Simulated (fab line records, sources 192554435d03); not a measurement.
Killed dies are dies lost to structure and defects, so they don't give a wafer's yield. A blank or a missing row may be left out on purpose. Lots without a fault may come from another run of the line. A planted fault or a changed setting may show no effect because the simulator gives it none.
fab line records | flow n5_finfet
record lots=4 wafers=12 last_day=16
route steps=1938 shown MOL_CONTACT_COAG@625 BEOL_M0_SAQP@632 BEOL_M4@1111 PASSIVATION@1936
lots that met no fault: from a run of the same line without faults
start_h: hours from the record's first day to the start of the lot's first wafer shown | wait_h: hours since the lot's step before | " the same as in the row above | L1.1+2: a row that stands for several wafers | - no value, or no start given | * or withheld: withheld | < > ~ a bound
route shown NAME@n: a module of which the file shows steps, and the number in the route of the first | usual: mean/standard deviation of fault-free wafers | same: alike in all rows | chamber/n: place in a boat | sites: the reading at each site | _std_site: their standard deviation | _edge_site: outer sites' mean less inner sites' | radius_mm: how far each site lies from the wafer's centre | mask NAME#n: copy n | behind: the tool/chamber that last shaped the wafer | hold: why the lot was held/for how many hours/how that ended | device: the transistor (n, p or np) that didn't switch | end of line: the same wafers' tests at the end of the route | a step without rows: its recipe alone | killed: dies lost to structure and defects at the first sort, not the wafer's yield | map: a wafer's dies, x killed, . not, _ none there
set.NAME: the setting as run; set.NAME@STEP: as run at that earlier step | model.NAME: the simulator's own value behind a step, which no gauge read
lots at some steps of the route; a table a step, a row a wafer
services: from which hour (start_h, from the record's first day; less than 0 if before it) a tool's chamber was out of use, for how many hours, and why
## steps
# step N5_MOL_CONTACT_COAG_PRECLEAN_127
# recipe chemistry=DIW time_s=57.5 temp_c=23
# step N5_MOL_CONTACT_COAG_SRD_128
# recipe dry_time_s=32 dry=n2_spin spin_rpm=1500
# step N5_MOL_CONTACT_COAG_CMP_52
# recipe stop_on=SiO2 t_overpolish_s=1.5 post_cmp_clean=w_dilute_nh4oh down_force_psi=4 platen_rpm=50.289 pad_velocity_m_s=1.0006 target_thk_nm=66.5
# step N5_MOL_CONTACT_COAG_ANNEAL_112
# recipe temp_c=400 time_s=1800 ambient=HPD2 pressure_atm=10
# step N5_BEOL_M0_SAQP_PECVD_00
# recipe material=SiCN target_thk_a=80 temp_c=withheld precursor=3MS/NH3 pressure_torr=3 rf_w=202 time_s=14
# step N5_BEOL_M0_SAQP_ILD_DEP_01
# recipe material=SiOC target_thk_a=454.19 temp_c=350 precursor=DEMS/O2 pressure_torr=5 rf_w=500 time_s=8.7
# step N5_BEOL_M0_SAQP_HM_DEP_02
# recipe material=TiN target_thk_a=120 temp_c=25 chamber_pressure_pa=0.49996
# step N5_BEOL_M0_SAQP_PECVD_03
# recipe material=SiCN target_thk_a=120 temp_c=withheld precursor=3MS/NH3 pressure_torr=3 rf_w=202 time_s=21.1
# step N5_BEOL_M0_SAQP_PECVD_96
# recipe material=a-Si target_thk_a=450 temp_c=350 precursor=SiH4/He pressure_torr=3 rf_w=100 time_s=45.2
# step N5_BEOL_M0_SAQP_PECVD_97
# recipe material=SiNx target_thk_a=230 temp_c=350 precursor=SiH4/NH3/N2 pressure_torr=1.5 rf_w=300 time_s=19.9
# usual heater_power_w=514/74 showerhead_plenum_p_Torr=5.10/0.075 throttle_valve_pct=40.2/2.6
# columns lot.wafer tool chamber start_h wait_h heater_power_w showerhead_plenum_p_Torr throttle_valve_pct model.SiNx_of_BEOL_M0_SAQP_PECVD_97.thk_nm
L315.1 pecvd-02 1 126.96 0.0 672 5.05 39.4 23
L315.3 " 0 " " 550 5.17 38.6 23.2
L315.6 " 0 " " 534 5.15 38.4 23
L326.2 pecvd-02 2 194.43 0.0 430 5.15 39.9 21.6
L326.4 " 2 " " 445 5.14 40.2 21.6
L326.6 " 1 " " 684 5.06 39.0 23.4
L327.1 pecvd-02 1 199.38 0.0 605 5.07 39.1 22.8
L327.2 " 2 " " 461 5.14 40.2 21.2
L327.4 " 1 " " 589 5.05 39.3 21.6
L332.2 pecvd-01 1 224.35 0.0 493 5.11 43.9 22.8
L332.5 " 1 " " 492 5.10 44.1 22.8
L332.6 " 2 " " 407 4.98 38.8 23
# step N5_BEOL_M0_SAQP_PECVD_04
# recipe material=a-Si target_thk_a=600 temp_c=350 precursor=SiH4/He pressure_torr=3 rf_w=100 time_s=60.2
# step N5_BEOL_M0_SAQP_HM_DEP_111
# recipe material=SiO2 target_thk_a=120 temp_c=400 precursor=SiH4/N2O pressure_torr=0.75 rf_w=275 time_s=7.2
# step N5_BEOL_M0_SAQP_COAT_81
# recipe resist=SOC temp_c=250 time_s=60 spin_rpm=1500 resist_thk_nm=100
# step N5_BEOL_M0_SAQP_COAT_82
# recipe resist=SiARC temp_c=220 time_s=60 spin_rpm=1500 resist_thk_nm=30
# step N5_BEOL_M0_SAQP_COAT_08
# recipe resist=CAR-ArF spin_rpm=1500 resist_thk_nm=90
# step N5_BEOL_M0_SAQP_EBR_10
# recipe solvent=PGMEA ebr_width_mm=1.5
# step N5_BEOL_M0_SAQP_SOFTBAKE_09
# recipe temp_c=110 time_s=60 resist=CAR-ArF
# step N5_BEOL_M0_SAQP_EXPOSE_11
# recipe mask_id=M0_CORE na=1.35 source_shape=dipole sigma_inner=0.538 sigma_outer=0.738 polarization=te target_cd_nm=42 dose_mj=55
# step N5_BEOL_M0_SAQP_PEB_12
# recipe peb_temp_c=withheld peb_time_s=60 resist=CAR-ArF
# step N5_BEOL_M0_SAQP_DEVELOP_13
# recipe develop_time_s=30 developer=TMAH resist=CAR-ArF dev_temp_c=23 rinse_liquid=diw dry=air_spin
# step N5_BEOL_M0_SAQP_DESCUM_19
# recipe chemistry=O2 time_s=7.9 source_power_w=50 bias_power_w=20 pressure_mtorr=20 rf_frequency_hz=2.712e+07 temp_c=40 resist=CAR-ArF o2_flow_sccm=225
# step N5_BEOL_M0_SAQP_ETCH_83
# recipe chemistry=CF4 target=SiARC target_depth_a=390 mask_material=CAR-ArF time_s=65 ion_energy_ev=80 pressure_mtorr=40 source_w=545 bias_w=36 Ar_flow_sccm=100 cf4_flow_sccm=100 ends=cleared
# step N5_BEOL_M0_SAQP_ETCH_84
# recipe chemistry=N2/H2 target=SOC target_depth_a=1000 overetch_a=200 mask_material=SiARC temp_c=40 time_s=150 ion_energy_ev=200 pressure_mtorr=30 source_w=840 bias_w=150 n2_flow_sccm=200 h2_flow_sccm=200
# step N5_BEOL_M0_SAQP_STRIP_80
# recipe chemistry=N2/H2 temp_c=40 n2_flow_sccm=200 h2_flow_sccm=200 rf_frequency_hz=6e+07
# step N5_BEOL_M0_SAQP_HM_OPEN_112
# recipe chemistry=CHF3/O2 target=SiO2 stop_on=a-Si target_depth_a=120 over_etch_frac=1.25 mask_material=SOC time_s=13.5 pressure_mtorr=30 source_w=650 bias_w=170 Ar_flow_sccm=200 CHF3_flow_sccm=50 O2_flow_sccm=5 ion_energy_ev=200 ends=end_point
# step N5_BEOL_M0_SAQP_STRIP_113
# recipe chemistry=CHF3/O2 resist=SiARC rf_frequency_hz=6e+07
# step N5_BEOL_M0_SAQP_MANDREL_ETCH_20
# recipe target_depth_a=600 chemistry=HBr/Cl2 target=a-Si stop_on=SiNx bt_time_s=10 mask_material=SOC over_etch_frac=0.5 time_s=30 pressure_mtorr=10 icp_w=800 bias_w=75 HBr_flow_sccm=150 Cl2_flow_sccm=80 ends=end_point
# step N5_BEOL_M0_SAQP_STRIP_86
# recipe chemistry=N2/H2 power_w=500 temp_c=40 pressure_mtorr=50 rf_frequency_hz=6e+07 overash_fraction=0.3 bias_power_w=28 h2_frac=0.5 n2_flow_sccm=300 h2_flow_sccm=300
# step N5_BEOL_M0_SAQP_STRIP_115
# recipe chemistry=post_etch_residue_remover time_s=60 temp_c=25 remover_ph=withheld remover_water_wt_pct=withheld remover_fluoride_wt_pct=withheld
# step N5_BEOL_M0_SAQP_SRD_93
# recipe dry=ipa_marangoni time_s=30 temp_c=23 rinse_liquid=diw
# step N5_BEOL_M0_SAQP_RECESS_114
# recipe chemistry=HF/NH3 target=SiO2 target_depth_a=144 afs_cycles=3 temp_c=30 sublimation_temp_c=180 sublimation_time_s=60
# step N5_BEOL_M0_SAQP_SPACER1_ALD_98
# recipe material=SiO2 target_thk_a=128 temp_c=300 ald_precursor_family=BDEAS ald_co_reactant=O2-plasma pulse_time_s=1 purge_time_s=2 co_reactant_purge_time_s=2 ald_cycles=138 pressure_torr=2
# step N5_BEOL_M0_SAQP_SPACER1_ETCHBACK_99
# recipe chemistry=CHF3/O2 mode=anisotropic_etchback target=SiO2 target_depth_a=154 time_s=7.7 pressure_mtorr=30 source_w=650 bias_w=170 Ar_flow_sccm=200 CHF3_flow_sccm=50 O2_flow_sccm=5 ion_energy_ev=200
# step N5_BEOL_M0_SAQP_MANDREL1_REMOVE_100
# recipe chemistry=HBr/Cl2/O2 bt_time_s=10 target=a-Si stop_on=SiNx endpoint=OES-SiCl over_etch_frac=0.85 icp_w=600 bias_w=30 HBr_flow_sccm=150 Cl2_flow_sccm=80 O2_flow_sccm=5 pressure_mtorr=10
# step N5_BEOL_M0_SAQP_ETCH_106
# recipe chemistry=N2/H2 target=SOC target_depth_a=1500 stop_on=SiNx ion_energy_ev=100 bias_w=61 pressure_mtorr=30 source_w=850 n2_flow_sccm=200 h2_flow_sccm=200
# usual chamber_pressure_mTorr=30.002/0.027 drypump_motor_current_A=5.8/0.4 oes_product_au=0.76/0.058 rf_vpp_V=241.3/1.2 showerhead_plenum_p_Torr=2.59/0.071 throttle_valve_pct=17.90/0.15
# columns lot.wafer tool chamber start_h wait_h chamber_pressure_mTorr drypump_motor_current_A oes_product_au rf_hours_counter_h rf_vpp_V showerhead_plenum_p_Torr throttle_valve_pct model.SiNx_of_BEOL_M0_SAQP_PECVD_97.thk_nm
L315.1 rie_diel-05 1 129.82 - 29.981 5.8 0.74 153 242.2 2.65 17.84 15.2
L315.3 " 2 " " 29.989 5.7 0.73 185 242.1 2.63 18.01 15.6
L315.6 " 1 " " 30.002 5.8 0.74 - 242.1 2.65 17.85 15.4
L326.2 rie_diel-03 3 197.54 - 30.008 5.6 0.69 213 239.0 2.52 17.93 13.8
L326.4 " 1 " " 30.018 6.1 0.86 41 241.2 2.48 17.78 13.8
L326.6 " 0 " " 29.987 6.3 0.72 - 239.4 2.51 17.84 15.6
L327.1 rie_diel-03 1 202.51 - 30.044 6.1 0.85 43 239.3 2.48 17.80 15
L327.2 " 2 " " 29.998 5.5 0.73 186 242.0 2.52 17.69 13.4
L327.4 " 0 " " 29.994 6.4 0.73 211 241.2 2.51 17.86 14
L332.2 rie_diel-04 2 227.41 - 29.983 6.5 0.71 216 241.8 2.52 17.88 15.2
L332.5 " 0 " " 29.966 5.5 0.83 - 241.8 2.69 17.65 15.2
L332.6 " 1 " " 30.001 6.2 0.74 - 240.5 2.54 18.05 15.4
# step N5_BEOL_M4_RC_MEAS_101
# usual DIBL_N=36.1/1.3 DIBL_P=36.1/1.7 IOFF_N=0.154/0.022 IOFF_P=0.201/0.024 ION_N=675/8.9 ION_P=462/5.9 SS_N=71.5/0.49 SS_P=73.3/0.58 VT_N=250.0/2.7 VT_P=-251.3/2.7
# columns lot.wafer tool chamber start_h wait_h DIBL_N[mV/V] DIBL_P[mV/V] IOFF_N[nA/um] IOFF_P[nA/um] ION_N[uA/um] ION_P[uA/um] SS_N[mV/dec] SS_P[mV/dec] VT_N[mV] VT_P[mV]
L315.1 prober-02 0 189.12 0.0 39.8 39.6 0.225 0.269 701 472 71.8 74.1 244.5 -248.1
L315.3 " 0 " " 36.3 35.8 0.148 0.202 683 466 71.1 72.7 251.8 -251.0
L315.6 " 0 " " 36.0 35.2 0.142 0.191 670 461 71.0 73.5 251.2 -250.9
L326.2 prober-02 0 261.80 0.2 38.4 37.6 0.202 0.243 695 473 71.5 74.3 244.1 -246.5
L326.4 " 0 " " 36.5 35.5 0.163 0.202 678 464 71.0 72.9 246.5 -251.5
L326.6 " 0 " " 38.9 37.6 0.215 0.260 681 467 72.3 74.5 242.8 -248.4
L327.1 prober-02 0 267.39 0.0 35.4 35.6 0.134 0.199 665 459 71.2 72.7 252.3 -250.5
L327.2 " 0 " " 37.1 37.7 0.162 0.225 677 470 70.5 73.0 250.8 -248.2
L327.4 " 0 " " 37.9 38.4 0.174 0.235 681 468 72.0 73.4 250.6 -248.6
L332.2 prober-02 0 293.39 0.2 37.9 37.6 0.178 0.213 681 469 72.2 75.4 248.2 -253.5
L332.5 " 0 " " 38.3 37.9 0.198 0.227 680 464 71.4 74.3 246.3 -250.5
L332.6 " 0 " " 37.7 37.8 0.175 0.215 687 464 71.9 74.3 247.6 -253.0
# step N5_PASSIVATION_PROBE_49
# usual defect_limited_yield=90.9/1.3 killed_at_M0_to_M3=35/10 killed_at_M4_up=15/5.7 killed_at_contacts=14/6.4 killed_at_front_end=40/11 killed_at_other=4/3.1 killed_dies=108/16 killed_open=71/11 killed_short=34/7.7 sort_bin_5_function=5.4/0.9 sort_bin_6_memory=3.4/0.61 sort_n_pass=1072/16 sort_yield_pct=90.9/1.3
# same gross_dies=1180 killed_at_back_side=0 sort_bin_4_leakage[%]=0 sort_bin_8_speed[%]=0
# columns lot.wafer tool chamber start_h wait_h defect_limited_yield[%] killed_at_M0_to_M3 killed_at_M4_up killed_at_contacts killed_at_front_end killed_at_other killed_dies killed_open killed_short sort_bin_5_function[%] sort_bin_6_memory[%] sort_n_pass sort_yield_pct[%]
L315.1 prober-02 - 298.65 0.0 91.2 24 17 11 42 10 104 64 38 5.3 3.6 1076 91.2
L315.3 prober-02 - 298.75 0.1 90.4 39 25 17 25 7 113 79 34 6.1 3.3 1067 90.4
L315.6 prober-02 - 298.90 0.3 91.2 34 28 11 22 9 104 67 33 5.3 3.0 1076 91.2
L326.2 prober-02 - 373.13 0.1 91.7 27 16 15 35 5 98 73 25 4.8 3.1 1082 91.7
L326.4 prober-02 - 373.23 0.2 91.3 19 13 23 46 2 103 71 27 4.5 3.7 1077 91.3
L326.6 prober-02 - 373.33 0.3 92.5 32 13 11 28 4 88 54 33 4.2 3.2 1092 92.5
L327.1 prober-01 - 375.05 0.0 93.5 42 4 9 20 2 77 56 18 3.5 2.7 1103 93.5
L327.2 prober-01 - 375.10 0.1 91.9 34 12 5 41 3 95 62 31 4.6 2.9 1085 91.9
L327.4 prober-01 - 375.20 0.2 92.7 34 8 10 32 2 86 61 24 4.2 3.1 1094 92.7
L332.2 prober-02 - 394.28 0.1 89.0 30 13 13 63 11 130 77 53 6.6 4.0 1050 89.0
L332.5 prober-02 - 394.43 0.2 89.5 36 11 17 55 5 124 72 51 6.5 3.7 1056 89.5
L332.6 prober-02 - 394.48 0.3 90.8 27 12 19 44 7 109 69 38 5.5 3.2 1071 90.8
# killed by level:class
L315.1 FIN_SAQP:geometric_particle:open=11 FIN_SAQP:geometric_particle:short=10 BEOL_M3:geometric_particle:open=8 MOL_CONTACT_COAG:geometric_particle:open=7 BEOL_M1:geometric_particle:open=6 STARTING-WAFER:geometric_particle:open=5 BEOL_M2:geometric_particle:open=4 MOL_CONTACT_COAG:geometric_particle:short=4
L315.3 MOL_CONTACT_COAG:geometric_particle:open=17 BEOL_M0_SAQP:geometric_particle:open=8 BEOL_M4:geometric_particle:open=8 BEOL_M2:geometric_particle:open=7 BEOL_M3:geometric_particle:open=6 BEOL_M0_SAQP:geometric_particle:short=5 BEOL_M1:geometric_particle:open=5 FIN_SAQP:geometric_particle:open=4
L315.6 BEOL_M4:geometric_particle:open=14 BEOL_M3:geometric_particle:open=13 MOL_CONTACT_COAG:geometric_particle:open=9 FIN_SAQP:geometric_particle:short=6 BEOL_M0_SAQP:geometric_particle:short=6 BEOL_M0_SAQP:geometric_particle:open=5 BEOL_M1:geometric_particle:open=5 BEOL_M4:geometric_particle:short=5
L326.2 BEOL_M4:geometric_particle:open=11 MOL_CONTACT_COAG:geometric_particle:open=11 STI_FIN_REVEAL:geometric_particle:open=10 BEOL_M2:geometric_particle:open=7 BEOL_M0_SAQP:geometric_particle:open=6 MOL_CONTACT_COAG:geometric_particle:short=4 BEOL_M1:geometric_particle:open=4 BEOL_M3:geometric_particle:open=4
L326.4 MOL_CONTACT_COAG:geometric_particle:open=21 STI_FIN_REVEAL:geometric_particle:open=12 FIN_SAQP:geometric_particle:short=7 ILD0:geometric_particle:open=6 BEOL_M2:geometric_particle:open=6 ILD0:geometric_particle:short=5 BEOL_M1:geometric_particle:open=5 HKMG_FIN:area_etch=5
L326.6 MOL_CONTACT_COAG:geometric_particle:open=9 BEOL_M1:geometric_particle:open=9 BEOL_M0_SAQP:geometric_particle:short=8 FIN_SAQP:geometric_particle:short=5 BEOL_M0_SAQP:geometric_particle:open=5 GATE_CUT:geometric_particle:short=4 BEOL_M2:geometric_particle:open=4 FIN_SAQP:geometric_particle:open=3
L327.1 BEOL_M3:geometric_particle:open=15 BEOL_M2:geometric_particle:open=10 BEOL_M1:geometric_particle:open=8 MOL_CONTACT_COAG:geometric_particle:open=5 MOL_CONTACT_COAG:geometric_particle:short=3 STARTING-WAFER:geometric_particle:short=3 STARTING-WAFER:geometric_particle:open=3 FIN_SAQP:geometric_particle:open=2
L327.2 DUMMY_GATE:geometric_particle:open=8 BEOL_M3:geometric_particle:open=8 STI_FIN_REVEAL:geometric_particle:open=7 BEOL_M0_SAQP:geometric_particle:open=7 BEOL_M0_SAQP:geometric_particle:short=7 FIN_SAQP:geometric_particle:open=6 MOL_CONTACT_COAG:geometric_particle:open=5 FIN_SAQP:geometric_particle:short=4
L327.4 BEOL_M3:geometric_particle:open=10 DUMMY_GATE:geometric_particle:open=9 MOL_CONTACT_COAG:geometric_particle:open=7 BEOL_M1:geometric_particle:open=7 BEOL_M0_SAQP:geometric_particle:open=6 FIN_SAQP:geometric_particle:open=5 FIN_SAQP:geometric_particle:short=4 STI_FIN_REVEAL:geometric_particle:open=4
L332.2 STI_FIN_REVEAL:geometric_particle:open=14 MOL_CONTACT_COAG:geometric_particle:open=10 FIN_SAQP:geometric_particle:open=9 DUMMY_GATE:geometric_particle:open=8 FIN_SAQP:geometric_particle:short=7 STI_FIN_REVEAL:geometric_particle:short=6 BEOL_M0_SAQP:geometric_particle:short=6 GATE_CUT:geometric_particle:short=5
L332.5 MOL_CONTACT_COAG:geometric_particle:open=15 FIN_SAQP:geometric_particle:short=14 STI_FIN_REVEAL:geometric_particle:open=11 BEOL_M0_SAQP:geometric_particle:short=8 BEOL_M0_SAQP:geometric_particle:open=8 FIN_SAQP:geometric_particle:open=6 BEOL_M2:geometric_particle:open=5 DUMMY_GATE:geometric_particle:short=4
L332.6 FIN_SAQP:geometric_particle:open=12 MOL_CONTACT_COAG:geometric_particle:open=12 STI_FIN_REVEAL:geometric_particle:open=9 FIN_SAQP:geometric_particle:short=6 MOL_CONTACT_COAG:geometric_particle:short=6 BEOL_M0_SAQP:geometric_particle:open=6 BEOL_M2:geometric_particle:open=6 DUMMY_GATE:geometric_particle:open=4
## services
# columns tool chamber start_h hours kind
rie_diel-05 - 140.08 0.4 repair
pecvd-01 1 140.49 5.0 scheduled_down
pecvd-02 - 181.53 0.9 repair
pecvd-01 - 189.49 2.2 repair
pecvd-01 0 217.93 1.7 repair
## key
first_sign none at tools or gauges
model_effect step=N5_BEOL_M0_SAQP_PECVD_97 value=SiNx_of_BEOL_M0_SAQP_PECVD_97.thk_nm without=23.45 struck=21.5
model_effect step=N5_BEOL_M0_SAQP_ETCH_106 value=SiNx_of_BEOL_M0_SAQP_PECVD_97.thk_nm without=15.65 struck=13.75
met_at N5_BEOL_M0_SAQP_PECVD_97
struck_wafers L326.2,L326.4,L327.2,L327.4
onset_between 126.96 194.43
fault kind=process_parameter_drift tool=pecvd-02 chamber=- onset_h=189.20 steps=N5_BEOL_M0_SAQP_PECVD_97 channel=time_s offset=* shape=step end_h=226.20 scope=struck_wafers_only acts_in=* stated=*
